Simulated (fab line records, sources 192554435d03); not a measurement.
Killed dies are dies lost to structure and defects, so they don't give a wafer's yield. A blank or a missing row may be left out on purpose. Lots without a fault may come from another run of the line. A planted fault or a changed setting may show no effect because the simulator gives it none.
Chamber matching | flow n5_finfet | N5_BEOL_M10_PECVD_70 on pecvd-02: 3 sister chambers
The step deposits SiO2 from TEOS/O2, target thk 20 nm, time 22.7 s. 14 wafers are shown with their chamber, then 7 later ones without.

WAFERS WITH THEIR CHAMBER
wafer  | chamber | throttle_valve_pct (%) | showerhead_plenum_p_Torr (Torr) | heater_power_w (W)
L081.2 | 1       | 22.8                   | 8.81                            | 967
L081.4 | 1       | 22.6                   | 8.81                            | 959
L081.6 | 2       | 22.2                   | 8.73                            | 667
L085.2 | 2       | 22.2                   | 8.73                            | 746
L085.4 | 2       | 22.3                   | 8.72                            | 752
L085.5 | 1       | 22.4                   | 8.83                            | 960
L086.1 | 1       | 22.7                   | 8.83                            | 798
L086.3 | 0       | 20.9                   | 8.74                            | 651
L086.5 | 1       | 22.9                   | 8.84                            | 783
L087.3 | 1       | 22.9                   | 8.82                            | 873
L087.4 | 1       | 22.7                   | 8.83                            | 860
L087.6 | 2       | 22.2                   | 8.73                            | 810
L096.2 | 0       | 20.7                   | 8.77                            | 590
L096.4 | 0       | 21.0                   | 8.76                            | 594

SIGNATURES (means of the wafers above)
reading                  | chamber 0 | chamber 1 | chamber 2 | scatter within a chamber
throttle_valve_pct       | 20.867    | 22.714    | 22.225    | 0.149
showerhead_plenum_p_Torr | 8.7567    | 8.8243    | 8.7275    | 0.0109
heater_power_w           | 611.67    | 885.71    | 743.75    | 66.9
Rule: a wafer's distance from a chamber is the root of the sum, over the readings, of the square of ((its reading less the chamber's mean) divided by the reading's scatter). The wafer belongs to the nearest chamber; if the next one is less than 2 further off, it can't be placed. The scatter: the root of (the sum of the squares of (reading less its chamber's mean) over the shown wafers, divided by (wafers less chambers)).

WAFERS WITHOUT THEIR CHAMBER
wafer  | throttle_valve_pct (%) | showerhead_plenum_p_Torr (Torr) | heater_power_w (W)
L096.6 | 22.9                   | 8.82                            | 933
L092.3 | 22.4                   | 8.73                            | 817
L092.5 | 21.0                   | 8.74                            | 632
L092.6 | 22.4                   | 8.82                            | 964
L097.1 | 20.9                   | 8.77                            | 571
L097.5 | 22.3                   | 8.72                            | 757
L097.6 | 22.5                   | 8.84                            | 970

WHICH CHAMBER EACH WENT THROUGH
wafer  | from the rows above | in truth
L096.6 | 1                   | 1
L092.3 | 2                   | 2
L092.5 | 0                   | 0
L092.6 | 1                   | 1
L097.1 | 0                   | 0
L097.5 | 2                   | 2
L097.6 | 1                   | 1
Placed correctly: 7 of 7. Can't be placed from these rows: 0. Placed wrongly: 0.
